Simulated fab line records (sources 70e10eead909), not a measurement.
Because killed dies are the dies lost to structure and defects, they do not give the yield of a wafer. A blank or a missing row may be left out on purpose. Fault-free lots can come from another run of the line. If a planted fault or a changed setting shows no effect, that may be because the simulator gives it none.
fab line records | flow nand_harc
[record] lots = 6 | wafers = 18 | last_day = 34
route steps=1302 shown A_STAIRCASE@886 A_SGD_CUT@890 END@1302
lots with no fault: from the same line, run without faults
start_h: the number of hours between the record's first day and the start of the first shown wafer of the lot | wait_h: hours from the lot's prior step to this one | " unchanged from the row above | L1.1+2: one row covering several wafers at once | - either no value or no given start | * or withheld: withheld | < > ~ a bound
route shown NAME@n: NAME is a module with steps in the file, n the number in the route of the first one | usual: the fault-free wafers' mean and standard deviation | same: alike in all rows | chamber/n: place in a boat | sites: each site's reading | _std_site: the standard deviation of these | _edge_site: the outer-site mean with the inner-site mean subtracted | radius_mm: for every site, how far away it sits from the centre of the wafer | mask NAME#n: copy n | behind: the most recent tool/chamber to have shaped the wafer | hold: the reason the lot was held/the length of the hold in hours/how it ended | device: which transistor (n, p or np) failed to switch | end of line: the same wafers' tests at the end of the route | a step without rows: its recipe alone | killed: dies lost to structure and defects at the first sort, not the wafer's yield | map: a wafer's dies, x killed, . not, _ none there
set.NAME: setting as actually run; set.NAME@STEP: the setting as run at that earlier step | model.NAME: the simulator's own value behind a step, which no gauge read
certain route steps with their lots: each step a table, each wafer a row
services: from which hour (start_h, from the record's first day; less than 0 if before it) a tool's chamber was out of use, for how many hours, and why
[[steps]]
[step NHARC_A_STAIRCASE_CMP_472]
[recipe] material = SiO2
[usual] motor_current_A = 11.9/1.1
lot.wafer | tool   | chamber | start_h | wait_h | motor_current_A
L457.3    | cmp-01 | 2       | 446.37  | 0.2    | 12.2
L457.4    | "      | 3       | "       | "      | 11.4
L457.6    | "      | 1       | "       | "      | 11.5
L461.4    | cmp-02 | 1       | 489.39  | 0.2    | 13.5
L461.1    | "      | 3       | "       | "      | 10.0
L461.2    | "      | 0       | "       | "      | 14.5
L462.4    | cmp-02 | 3       | 505.49  | 0.2    | 10.9
L462.2    | "      | 0       | "       | "      | 13.5
L462.5    | "      | 2       | "       | "      | 12.4
L476.3    | cmp-01 | 1       | 631.06  | 0.2    | 11.3
L476.1    | "      | 3       | "       | "      | 12.0
L476.5    | "      | 0       | "       | "      | 11.1
L477.4    | cmp-02 | 3       | 642.60  | 0.2    | 10.6
L477.1    | "      | 1       | "       | "      | 12.8
L477.6    | "      | 2       | "       | "      | 12.0
L479.3    | cmp-04 | 1       | 668.28  | 0.2    | 13.6
L479.1    | "      | 0       | "       | "      | 13.2
L479.5    | "      | 1       | "       | "      | 13.7
[step NHARC_A_STAIRCASE_SRD_474]
[step NHARC_A_STAIRCASE_INSPECT_155]
[usual] raw_defect_count = 455/120
lot.wafer | tool              | chamber | start_h | wait_h | raw_defect_count
L457.3    | defect_inspect-01 | -       | 446.69  | 0.1    | 656
L457.4    | "                 | -       | "       | "      | 586
L457.6    | "                 | -       | "       | "      | 408
L461.1    | defect_inspect-01 | -       | 489.73  | 0.1    | 759
L461.2    | "                 | -       | "       | "      | 280
L461.4    | "                 | -       | "       | "      | 483
L462.2    | defect_inspect-02 | -       | 505.79  | 0.1    | 386
L462.4    | "                 | -       | "       | "      | 354
L462.5    | "                 | -       | "       | "      | 272
L476.1    | defect_inspect-01 | -       | 631.38  | 0.1    | 243
L476.3    | "                 | -       | "       | "      | 418
L476.5    | "                 | -       | "       | "      | 326
L477.1    | defect_inspect-01 | -       | 642.92  | 0.1    | 379
L477.4    | "                 | -       | "       | "      | 679
L477.6    | "                 | -       | "       | "      | 474
L479.1    | defect_inspect-01 | -       | 668.62  | 0.1    | 442
L479.3    | "                 | -       | "       | "      | 346
L479.5    | "                 | -       | "       | "      | 274
[step NHARC_A_SGD_CUT_DEP_00]
[recipe] target_thk_a = 500 | temp_c = 400 | target_thk_nm = 50 | flow_sccm = 200 | rf_w = 450 | material = SiNx
[usual] heater_power_w = 714/110 | rf_fwd_power_W = 448.2/1.5
lot.wafer | tool     | chamber | start_h | wait_h | heater_power_w | rf_fwd_power_W
L457.3    | pecvd-04 | 1       | 446.79  | 0.1    | 726            | 448.3
L457.6    | "        | 0       | "       | "      | 771            | 449.4
L457.4    | "        | 2       | "       | "      | 759            | 448.7
L461.1    | pecvd-04 | 0       | 489.83  | 0.1    | 700            | 444.4
L461.2    | "        | 1       | "       | "      | 710            | 447.7
L461.4    | "        | 0       | "       | "      | 717            | 446.8
L462.2    | pecvd-04 | 0       | 505.88  | 0.1    | 748            | 444.1
L462.5    | "        | 2       | "       | "      | 631            | 447.1
L462.4    | "        | 0       | "       | "      | 716            | 446.3
L476.1    | pecvd-02 | 2       | 631.57  | 0.2    | 754            | 446.9
L476.3    | "        | 0       | "       | "      | 870            | 448.5
L476.5    | "        | 2       | "       | "      | 749            | 446.8
L477.1    | pecvd-03 | 0       | 643.01  | 0.1    | 411            | 448.4
L477.6    | "        | 0       | "       | "      | 413            | 447.2
L477.4    | "        | 1       | "       | "      | 777            | 448.9
L479.1    | pecvd-03 | 1       | 668.69  | 0.1    | 812            | 448.1
L479.3    | "        | 2       | "       | "      | 597            | 447.5
L479.5    | "        | 2       | "       | "      | 610            | 445.4
[step NHARC_A_SGD_CUT_DEHYDRATE_01]
[recipe] temp_c = 150 | time_s = 120
[step NHARC_A_SGD_CUT_HMDS_02]
[recipe] time_s = 30
[step NHARC_A_SGD_CUT_COAT_56]
[recipe] temp_c = 260 | time_s = 75
[step NHARC_A_SGD_CUT_COAT_57]
[recipe] temp_c = 225 | time_s = 65
[step NHARC_A_SGD_CUT_COAT_03]
[recipe] spin_rpm = 1500 | resist_thk_nm = 90
[step NHARC_A_SGD_CUT_SOFTBAKE_04]
[recipe] temp_c = 105 | time_s = 55
[step NHARC_A_SGD_CUT_EBR_05]
[step NHARC_A_SGD_CUT_EXPOSE_06]
[recipe] na = 1.35 | dose_mj = 85.59 | mask_id = SGD
[usual] exposure_dose_mJ_cm2 = 85.60/0.087
lot.wafer | tool            | chamber | start_h | wait_h | mask  | exposure_dose_mJ_cm2
L457.3    | arfi_scanner-02 | 0       | 447.47  | -      | SGD#0 | 85.62
L457.4    | "               | 0       | "       | "      | SGD#0 | 85.64
L457.6    | "               | 0       | "       | "      | SGD#0 | 85.57
L461.1    | arfi_scanner-03 | 0       | 490.38  | -      | SGD#0 | 85.58
L461.2    | "               | 0       | "       | "      | SGD#0 | 85.52
L461.4    | "               | 0       | "       | "      | SGD#0 | 85.71
L462.2    | arfi_scanner-01 | 0       | 506.44  | -      | SGD#0 | 85.62
L462.4    | "               | 0       | "       | "      | SGD#0 | 85.60
L462.5    | "               | 0       | "       | "      | SGD#0 | 85.64
L476.1    | arfi_scanner-02 | 0       | 632.12  | -      | SGD#0 | 87.40
L476.3    | "               | 0       | "       | "      | SGD#0 | 87.44
L476.5    | "               | 0       | "       | "      | SGD#0 | 87.27
L477.1    | arfi_scanner-02 | 0       | 643.44  | -      | SGD#0 | 86.95
L477.4    | "               | 0       | "       | "      | SGD#0 | 87.11
L477.6    | "               | 0       | "       | "      | SGD#0 | 87.02
L479.1    | arfi_scanner-01 | 0       | 669.27  | -      | SGD#0 | 85.53
L479.3    | "               | 0       | "       | "      | SGD#0 | 85.51
L479.5    | "               | 0       | "       | "      | SGD#0 | 85.71
[step NHARC_A_SGD_CUT_PEB_07]
[recipe] peb_temp_c = 100 | peb_time_s = 65
[step NHARC_END_SORT_01]
[recipe] temp_c = 25
[usual] killed_at_array = 54/17 | killed_at_other = 0.7/1 | killed_at_periphery = 3.7/2.9 | killed_dies = 58/16 | killed_open = 3.2/1.9 | killed_short = 2.2/1.5
[same] gross_dies = 677
lot.wafer | tool      | chamber | start_h | wait_h | killed_at_array | killed_at_other | killed_at_periphery | killed_dies | killed_open | killed_short
L476.1    | prober-01 | 0       | 750.59  | 2.5    | 26              | 2               | 5                   | 33          | 4           | 2
L476.5    | prober-01 | 0       | 753.71  | 3.6    | 30              | 0               | 3                   | 33          | 0           | 7
// killed by level:class
L476.1 A_CHANNEL_HOLE_D1:chamber_film_flake=9 A_SLIT:chamber_film_flake=7 P_STI:chamber_film_flake=2 A_CONTACT:chamber_film_flake=2 THIN_TSV:chamber_film_flake=2 P_GATE:geometric_particle:open=1 P_CONTACT:geometric_particle:short=1 A_CHANNEL_HOLE_D2:geometric_particle:open=1
L476.5 A_SLIT:chamber_film_flake=9 A_CHANNEL_HOLE_D1:chamber_film_flake=8 A_CONTACT:chamber_film_flake=4 P_CONTACT:geometric_particle:short=2 A_DECK1_JOINT:geometric_particle:short=2 A_CHANNEL_FILL_D1:geometric_particle:short=1 P_GATE:chamber_film_flake=1 A_CHANNEL_HOLE_D2:geometric_particle:short=1
[[services]]
tool            | chamber | start_h | hours | kind
arfi_scanner-01 | -       | 425.13  | 0.3   | repair
cmp-02          | -       | 428.51  | 4.0   | pm
arfi_scanner-01 | -       | 430.25  | 4.0   | pm
cmp-01          | -       | 431.52  | 0.3   | repair
pecvd-04        | -       | 450.03  | 13.0  | pm
cmp-02          | -       | 452.24  | 1.5   | repair
cmp-01          | -       | 458.25  | 0.8   | repair
cmp-02          | -       | 468.79  | 1.6   | repair
pecvd-04        | 2       | 472.90  | 3.7   | repair
cmp-01          | -       | 479.61  | 4.0   | pm
arfi_scanner-02 | -       | 483.76  | 0.2   | repair
arfi_scanner-02 | -       | 484.00  | 4.0   | pm
arfi_scanner-02 | -       | 498.11  | 1.0   | repair
cmp-02          | -       | 516.51  | 0.5   | repair
arfi_scanner-01 | -       | 526.14  | 0.9   | repair
cmp-02          | -       | 526.51  | 4.0   | pm
pecvd-03        | -       | 547.00  | 13.0  | pm
arfi_scanner-02 | -       | 573.21  | 0.8   | repair
pecvd-04        | 1       | 576.16  | 2.4   | repair
cmp-02          | -       | 583.59  | 0.6   | repair
arfi_scanner-02 | -       | 593.86  | 1.2   | repair
cmp-02          | -       | 624.51  | 4.0   | pm
pecvd-04        | -       | 631.26  | 13.0  | pm
arfi_scanner-02 | -       | 656.00  | 4.0   | pm
[[key]]
[first_sign] step = NHARC_A_SGD_CUT_EXPOSE_06 | reading = exposure_dose_mJ_cm2 | direction = up | sigmas = 18 | usual = 85.60 | struck = 87.20
effect none on later readings
met_at NHARC_A_SGD_CUT_EXPOSE_06
struck_wafers L476.1,L476.3,L476.5,L477.1,L477.4,L477.6
rows_end L476.3,L477.1,L477.6
tester_left_out L476,L477
[loop_trim] step = NHARC_A_SGD_CUT_EXPOSE_06 | setting = dose | lots = L477
onset_between 447.47 632.12
[fault] kind = process_parameter_drift | tool = arfi_scanner-02 | chamber = - | onset_h = 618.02 | steps = NHARC_A_SGD_CUT_EXPOSE_06 | channel = dose_mj | offset = 1.7633 | shape = step | acts_in = these_recipes_only | stated = 85.59
// tester_left_out: of these lots the tester's yield and bins aren't shown, on N5 and GAA mostly nor the transistor test; their killed dies are dies lost to structure and defects alone, not to doping, threshold or leakage, so they don't give the yield
// rows_end: these wafers met a further fault down the route, and their rows from its step on are left out
// loop_trim: a control loop set the setting to another value than it would have without faults
